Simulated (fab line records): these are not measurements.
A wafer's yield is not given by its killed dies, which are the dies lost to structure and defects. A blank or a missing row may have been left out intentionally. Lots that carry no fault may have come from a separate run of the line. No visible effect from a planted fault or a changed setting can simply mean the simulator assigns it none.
Lot-split experiment -- flow n5-finfet -- 21 wafers read from 7 lots, route of 1938 steps

ON THE SPLIT
At N5_MIM_BOT_LITHO_EXPOSE_05 (exposes mask MIM BOT), the setting dose-mj was moved away from the recipe's 24.25 on 7 of the 21 wafers read, by -7.1% to +4.8%. This setting was run at the recipe's value on the other wafers.

FROM THE SPLIT TO THE READING: what the file shows between them, 3 steps
- N5_MIM_BOT_LITHO_PEB_06
- N5_MIM_BOT_LITHO_DEVELOP_07: develop time 60 s
- N5_MIM_BOT_LITHO_HARDBAKE_09: time 120 s

THE READING
Shown in nm: cd-nm at N5_MIM_BOT_LITHO_CD_MEAS_08, with target cd 3000 nm. On this fab line, fault-free wafers typically give 3000.2 nm with a standard deviation of 2.4 nm.

wafer,"tool, chamber at the split",dose-mj as run,against the recipe,"cd-nm, nm",against lot-mates on the recipe
L075.3,"krf-scanner-01, 0",24.25,recipe,3005.2,-
L075.5,"krf-scanner-01, 0",24.25,recipe,3003.1,-
L075.6,"krf-scanner-01, 0",23.18,-4.4%,2993.9,-10.2
L077.1,"krf-scanner-01, 0",24.25,recipe,2997.4,-
L077.2,"krf-scanner-01, 0",22.93,-5.4%,2986.1,-11.3
L077.6,"krf-scanner-01, 0",22.93,-5.4%,2990.8,-6.6
L083.1,"krf-scanner-02, 0",24.25,recipe,2999.6,-
L083.3,"krf-scanner-02, 0",24.25,recipe,3002.3,-
L083.6,"krf-scanner-02, 0",24.25,recipe,2996.2,-
L080.1,"krf-scanner-01, 0",25.41,+4.8%,3003.7,+6.2
L080.3,"krf-scanner-01, 0",25.41,+4.8%,3008.3,+10.8
L080.6,"krf-scanner-01, 0",24.25,recipe,2997.5,-
L091.2,"krf-scanner-02, 0",22.54,-7.1%,2984.3,-18.1
L091.5,"krf-scanner-02, 0",24.25,recipe,3002.3,-
L091.6,"krf-scanner-02, 0",24.25,recipe,3002.5,-
L090.3,"krf-scanner-02, 0",22.6,-6.8%,2988.5,-13.1
L090.5,"krf-scanner-02, 0",24.25,recipe,3001.6,-
L090.6,"krf-scanner-02, 0",24.25,recipe,3001.7,-
L095.2,"krf-scanner-02, 0",24.25,recipe,3005.1,-
L095.3,"krf-scanner-02, 0",24.25,recipe,3003.4,-
L095.6,"krf-scanner-02, 0",24.25,recipe,3003.6,-

THE FIT
A straight line over all 21 wafers: cd-nm changes by +1.87 nm for each +1% of dose-mj; r = +0.89; the points scatter about the line by 3.1 nm.
The same after taking each lot's own level away (the mean of its wafers on the recipe; 21 wafers): +1.99 nm for each +1%; r = +0.96; scatter 1.9 nm.
The reading moves by 14 nm for the largest change in dose-mj, on that fit.
From 2997.40 to 3004.15 nm: that is the span of the lots' own levels, equal to 2.8 times the standard deviation above.
Consequently the slope shifts little with the lot-to-lot level, the two slopes agreeing.
Check: for one of the wafers moved furthest among these (-7.1%), held out of the fit, the line's prediction against its lot-mates is -13 nm. Against them it came out at -18.1 nm.

THESE WAFERS: OTHER SPLITS
Other splits were also applied to these wafers ahead of the reading. Each is held against what the fit with the lots' levels taken away leaves over:
other split on the same wafers,wafers away from the commonest value,r with cd-nm (lot level and that fit taken away)
N5_BEOL_M11_COAT_60 spin-rpm,7,+0.07
N5_BEOL_M13_ILD_DEP_00 time-s,5,+0.24
N5_BEOL_M13_EXPOSE_07 dose-mj,9,-0.12
N5_BEOL_M13_DEP_53 time-s,13,-0.13

THE FILE'S OWN FIT
cd-nm changes by +2.09 nm for each +1% of dose-mj, r = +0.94.
